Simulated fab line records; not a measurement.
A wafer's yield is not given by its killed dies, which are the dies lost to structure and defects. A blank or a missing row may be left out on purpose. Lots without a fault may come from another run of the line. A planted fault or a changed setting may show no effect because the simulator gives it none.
Chamber matching -- flow n5Finfet -- rieDiel-03 running N5_BEOL_M8_STRIP_19: 4 sister chambers
The step strips in O2. 4 wafers are shown with their chamber, then 8 later ones without.

WAFERS, EACH WITH ITS CHAMBER
wafer,chamber,showerheadPlenumPTorr (Torr)
L084.6,3,2.18
L088.2,0,2.06
L088.5,2,1.91
L095.2,1,2.12

WAFERS WHOSE CHAMBER IS MISSING
wafer,showerheadPlenumPTorr (Torr)
L095.3,2.17
L095.5,2.06
L094.1,2.06
L094.2,2.17
L094.6,1.90
L093.3,1.91
L093.5,2.12
L093.6,1.90

THE CHAMBER EACH PASSED THROUGH
wafer,from the rows above,in truth
L095.3,3,3
L095.5,0,0
L094.1,0,0
L094.2,3,3
L094.6,2,2
L093.3,2,2
L093.5,1,1
L093.6,2,2
Correctly placed: 8 of 8. Number that these rows cannot place: 0. Wrongly placed: 0.
How it was worked out, from the rows above alone: a wafer's distance from a chamber is the root of the sum, over the readings, of the square of ((its reading less the chamber's mean) divided by the reading's scatter). If the next closest chamber is less than 2 further off than the closest, the wafer can't be placed; otherwise it belongs to the closest. For every chamber, the mean is computed from those of its wafers that are shown. The scatter (one wafer shown for each chamber): square how far every hidden wafer sits from the nearest shown wafer, average those squares and take the square root.
